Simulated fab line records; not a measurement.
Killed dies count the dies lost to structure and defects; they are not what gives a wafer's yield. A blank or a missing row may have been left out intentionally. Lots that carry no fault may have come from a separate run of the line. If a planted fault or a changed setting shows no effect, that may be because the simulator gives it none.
Which of the tools did it? / flow n5-finfet / route of 1938 steps, sampled at 1 step: 21 lots, 63 wafers

## WHAT THE GAUGES READ, wafer by wafer
N5_PMOS_HMC_CHANNEL_EPI_CD_MEAS_09 targets a cd of 237.4 nm.
lot=L074; measured=day 1 19:12; on=cd-sem-01; cd-nm (nm)=239.1 238.8 239.5
lot=L075; measured=day 2 01:10; on=cd-sem-01; cd-nm (nm)=238.4 236.4 237.1
lot=L077; measured=day 2 11:26; on=cd-sem-03; cd-nm (nm)=236.5 237.1 236.9
lot=L078; measured=day 2 17:25; on=cd-sem-01; cd-nm (nm)=238.1 237.0 237.5
lot=L079; measured=day 2 22:53; on=cd-sem-02; cd-nm (nm)=236.4 236.2 237.7
lot=L080; measured=day 3 06:46; on=cd-sem-01; cd-nm (nm)=236.2 237.3 236.7
lot=L081; measured=day 3 12:13; on=cd-sem-03; cd-nm (nm)=238.5 235.8 237.5
lot=L082; measured=day 3 17:18; on=cd-sem-01; cd-nm (nm)=237.2 237.3 236.7
lot=L083; measured=day 3 23:23; on=cd-sem-02; cd-nm (nm)=237.7 236.8 237.9
lot=L085; measured=day 4 11:16; on=cd-sem-02; cd-nm (nm)=238.1 238.3 237.5
lot=L086; measured=day 4 17:15; on=cd-sem-02; cd-nm (nm)=236.8 236.3 237.0
lot=L087; measured=day 5 00:05; on=cd-sem-01; cd-nm (nm)=236.7 236.2 237.0
lot=L088; measured=day 5 05:56; on=cd-sem-03; cd-nm (nm)=238.2 239.1 237.3
lot=L089; measured=day 5 11:33; on=cd-sem-02; cd-nm (nm)=237.2 236.5 236.2
lot=L090; measured=day 5 17:50; on=cd-sem-01; cd-nm (nm)=236.9 238.0 236.9
lot=L091; measured=day 5 23:20; on=cd-sem-01; cd-nm (nm)=236.6 237.6 237.6
lot=L093; measured=day 6 11:31; on=cd-sem-02; cd-nm (nm)=237.2 238.1 239.2
lot=L094; measured=day 6 18:26; on=cd-sem-01; cd-nm (nm)=236.2 236.7 236.8
lot=L095; measured=day 6 23:30; on=cd-sem-01; cd-nm (nm)=238.4 236.7 238.4
lot=L096; measured=day 7 05:29; on=cd-sem-03; cd-nm (nm)=236.5 236.4 237.4
lot=L097; measured=day 7 11:32; on=cd-sem-02; cd-nm (nm)=238.6 237.7 238.4

## WHICH TOOL RAN EACH LOT (tool, then ch and the chambers of the sampled wafers, then the start)
Before these readings, the record contains no process step.

## AS READ BY THE TOOLS THEMSELVES (means over the sampled wafers that have a number; for cases with no such wafer, the mark the record gives instead)
The record holds no such reading with a usual standard deviation.

## THE ANSWER, worked out from the rows above alone
Rule: the lots themselves supply what counts as usual. Put in order of their means at a reading, lots are off if they are a third of the lots or fewer, leave a main group of 4 or more, and stand apart from it by a gap of 3 or more times the standard deviation of the main group's means; of several such gaps the widest counts. A main group whose means are all the same, to the digits that the tables above print for the reading, isn't used. A lot without any number at a reading at which 4 lots or more have one is off too. Any other lot the step has rows for is counted as sound. The gauges are gone through in route order, then the tools' own readings, and for those a lot's mean is taken as printed above. At the first step where some lot is off, the reading lying furthest off is the one used; lots without a number count as furthest.
No lot is off at any reading shown: from this, nothing can be told.

## WHAT THE SIMULATOR PUT IN
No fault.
